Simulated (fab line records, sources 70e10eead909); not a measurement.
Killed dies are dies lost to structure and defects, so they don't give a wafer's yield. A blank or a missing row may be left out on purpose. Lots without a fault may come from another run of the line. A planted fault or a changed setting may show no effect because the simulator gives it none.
Chamber matching | flow nand_harc | NHARC_P_M0_ETCH_34 on rie_diel-01: 4 sister chambers
The step etches the open film in N2/H2, target depth 40 nm, overetch 12 nm, time 43.94 s. 30 wafers are shown with their chamber, then 12 later ones without.

WAFERS WITH THEIR CHAMBER
wafer  | chamber | showerhead_plenum_p_Torr (Torr) | drypump_motor_current_A (A) | rf_vpp_V (V)
L074.1 | 1       | 1.89                            | 5.0                         | 426.1
L074.4 | 2       | 2.08                            | 4.9                         | 431.4
L074.5 | 2       | 2.08                            | 4.9                         | 432.9
L075.1 | 2       | 2.08                            | 5.0                         | 431.6
L075.5 | 0       | 1.95                            | 6.0                         | 427.4
L075.6 | 3       | 1.96                            | 6.3                         | 428.1
L079.3 | 3       | 1.96                            | 6.3                         | 430.0
L079.5 | 3       | 1.96                            | 6.3                         | 429.9
L079.6 | 2       | 2.08                            | 5.0                         | 430.1
L081.1 | 3       | 1.96                            | 6.3                         | 430.4
L081.2 | 1       | 1.88                            | 4.9                         | 427.1
L081.3 | 0       | 1.94                            | 6.1                         | 427.9
L082.3 | 3       | 1.96                            | 6.3                         | 427.4
L082.4 | 0       | 1.94                            | 6.0                         | 428.1
L082.5 | 2       | 2.07                            | 5.0                         | 431.1
L083.1 | 2       | 2.07                            | 5.0                         | 430.6
L083.4 | 1       | 1.88                            | 5.0                         | 426.3
L083.6 | 3       | 1.96                            | 6.3                         | 428.5
L085.2 | 0       | 1.94                            | 6.0                         | 427.4
L085.3 | 3       | 1.96                            | 6.3                         | 427.5
L085.4 | 1       | 1.88                            | 4.9                         | 425.3
L086.1 | 0       | 1.94                            | 6.0                         | 428.3
L086.4 | 2       | 2.07                            | 4.9                         | 431.0
L086.6 | 3       | 1.96                            | 6.3                         | 428.3
L090.1 | 2       | 2.07                            | 5.0                         | 431.6
L090.3 | 1       | 1.88                            | 5.0                         | 425.5
L090.6 | 1       | 1.88                            | 4.9                         | 425.3
L091.1 | 3       | 1.95                            | 6.3                         | 427.0
L091.3 | 1       | 1.88                            | 4.9                         | 426.5
L091.4 | 2       | 2.07                            | 4.9                         | 432.5

SIGNATURES (means of the wafers above)
reading                  | chamber 0 | chamber 1 | chamber 2 | chamber 3 | scatter within a chamber
showerhead_plenum_p_Torr | 1.9420    | 1.8814    | 2.0744    | 1.9589    | 0.00428
drypump_motor_current_A  | 6.020     | 4.943     | 4.956     | 6.300     | 0.0427
rf_vpp_V                 | 427.820   | 426.014   | 431.422   | 428.567   | 0.92
Rule: a wafer's distance from a chamber is the root of the sum, over the readings, of the square of ((its reading less the chamber's mean) divided by the reading's scatter). The wafer belongs to the nearest chamber; if the next one is less than 2 further off, it can't be placed. The scatter: the root of (the sum of the squares of (reading less its chamber's mean) over the shown wafers, divided by (wafers less chambers)).

WAFERS WITHOUT THEIR CHAMBER
wafer  | showerhead_plenum_p_Torr (Torr) | drypump_motor_current_A (A) | rf_vpp_V (V)
L092.1 | 2.07                            | 4.9                         | 431.7
L092.2 | 1.94                            | 6.0                         | 427.4
L092.5 | 1.95                            | 6.3                         | 426.9
L093.3 | 1.94                            | 6.0                         | 427.7
L093.5 | 1.94                            | 6.0                         | 428.1
L093.6 | 1.95                            | 6.3                         | 428.3
L096.1 | 1.94                            | 6.0                         | 428.2
L096.5 | 1.95                            | 6.3                         | 429.8
L096.6 | 2.06                            | 4.9                         | 432.6
L097.1 | 1.94                            | 6.0                         | 427.1
L097.4 | 1.95                            | 6.3                         | 427.2
L097.5 | 1.95                            | 6.3                         | 428.5

WHICH CHAMBER EACH WENT THROUGH
wafer  | from the rows above | in truth
L092.1 | 2                   | 2
L092.2 | 0                   | 0
L092.5 | 3                   | 3
L093.3 | 0                   | 0
L093.5 | 0                   | 0
L093.6 | 3                   | 3
L096.1 | 0                   | 0
L096.5 | 3                   | 3
L096.6 | 2                   | 2
L097.1 | 0                   | 0
L097.4 | 3                   | 3
L097.5 | 3                   | 3
Placed correctly: 12 of 12. Can't be placed from these rows: 0. Placed wrongly: 0.
